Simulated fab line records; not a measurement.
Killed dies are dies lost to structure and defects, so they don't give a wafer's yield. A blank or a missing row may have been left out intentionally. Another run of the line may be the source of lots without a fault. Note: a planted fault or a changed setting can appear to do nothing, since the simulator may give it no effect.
Split-lot experiment -- flow n5Finfet -- 7 lots, 21 wafers read, on a route of 1938 steps

## ABOUT THE SPLIT
At N5_BEOL_M7_EXPOSE_25 (exposes mask V6, target cd 40 nm), the setting doseMj was moved away from the recipe's 42.5 on 5 of the 21 wafers read, by -6.9% to +2.2%. This setting was run at the recipe's value on the other wafers.

## FROM THE SPLIT TO THE READING: what the file shows between them, 2 steps
- N5_BEOL_M7_PEB_26: peb time 60 s
- N5_BEOL_M7_DEVELOP_27: develop time 30 s

## THE READING
cdNm, in nm, at N5_BEOL_M7_CD_MEAS_28 (target cd 40 nm). Typical for fault-free wafers on this fab line: 40.01 nm, with standard deviation 0.22 nm.

wafer,"tool, chamber at the split",doseMj as run,against the recipe,"cdNm, nm",against lot-mates on the recipe
L075.2,"euvScanner-01, 0",42.5,recipe,39.90,-
L075.3,"euvScanner-01, 0",42.5,recipe,39.84,-
L075.4,"euvScanner-01, 0",42.5,recipe,39.98,-
L081.3,"euvScanner-01, 0",42.5,recipe,39.82,-
L081.5,"euvScanner-01, 0",42.5,recipe,39.63,-
L081.6,"euvScanner-01, 0",42.5,recipe,39.86,-
L083.3,"euvScanner-02, 0",39.62,-6.8%,38.65,-1.64
L083.5,"euvScanner-02, 0",42.5,recipe,40.29,-
L083.6,"euvScanner-02, 0",39.62,-6.8%,38.31,-1.98
L085.4,"euvScanner-01, 0",42.5,recipe,40.12,-
L085.5,"euvScanner-01, 0",39.58,-6.9%,38.83,-1.16
L085.6,"euvScanner-01, 0",42.5,recipe,39.85,-
L089.1,"euvScanner-02, 0",42.5,recipe,40.21,-
L089.3,"euvScanner-02, 0",42.5,recipe,39.92,-
L089.6,"euvScanner-02, 0",43.42,+2.2%,40.64,+0.58
L094.1,"euvScanner-01, 0",41.26,-2.9%,39.53,-0.69
L094.3,"euvScanner-01, 0",42.5,recipe,40.23,-
L094.6,"euvScanner-01, 0",42.5,recipe,40.21,-
L096.1,"euvScanner-01, 0",42.5,recipe,39.91,-
L096.4,"euvScanner-01, 0",42.5,recipe,40.23,-
L096.5,"euvScanner-01, 0",42.5,recipe,40.03,-

THE FIT
A straight line over all 21 wafers: cdNm changes by +0.209 nm for each +1% of doseMj; r = +0.94; the points scatter about the line by 0.2 nm.
The same after taking each lot's own level away (the mean of its wafers on the recipe; 21 wafers): +0.235 nm for each +1%; r = +0.96; scatter 0.17 nm.
That fit puts the effect of the largest move of doseMj on the reading at 1.6 nm.
From 39.770 to 40.290 nm: that is the span of the lots' own levels, equal to 2.4 times the standard deviation above.
Hence the slope depends on the lot-to-lot level, as the two fits are not the same.
Check: -1.82 nm against its lot-mates is what the line predicts for one of the wafers moved furthest among these (-6.9%) when that wafer is left out of the fit. It came out at -1.16 nm against them.

## THESE WAFERS: OTHER SPLITS
These wafers also went through other splits before the reading. Each is held against what the fit with the lots' levels taken away leaves over:
other split on the same wafers,wafers away from the commonest value,r with cdNm (lot level and that fit taken away)
N5_BEOL_M6_EXPOSE_25 doseMj,9,-0.47

## THE WHOLE CHAIN: every reading that the file lists as answering this split, in the file's order
step,what it does,reading,change (the file's fit),r (the file's)
N5_BEOL_M7_CD_MEAS_28,target cd 40 nm,cdNm,+0.221 nm for each +1% of the setting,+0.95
N5_BEOL_M7_DESCUM_33,"chemistry O2, time 7 s","BEOL_M7.cdNm (the simulator's own value, which no gauge read)",+0.242 nm for each +1% of the setting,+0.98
N5_BEOL_M7_ETCH_72,"etches underlayer in N2/H2, target depth 6.5 nm, time 5.2 s","BEOL_M7.cdNm (the simulator's own value, which no gauge read)",+0.234 nm for each +1% of the setting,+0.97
N5_BEOL_M7_ETCH_65,"etches SiARC in CF4, target depth 15.6 nm, time 26 s","BEOL_M7.cdNm (the simulator's own value, which no gauge read)",+0.246 nm for each +1% of the setting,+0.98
N5_BEOL_M7_VIA_ETCH_34,"etches SiCOH lowk in C4F6/O2, target depth 125.5 nm, time 50.5 s","BEOL_M7.cdNm (the simulator's own value, which no gauge read)",+0.26 nm for each +1% of the setting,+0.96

## THE FILE'S OWN FIT
cdNm changes by +0.221 nm for each +1% of doseMj, r = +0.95.
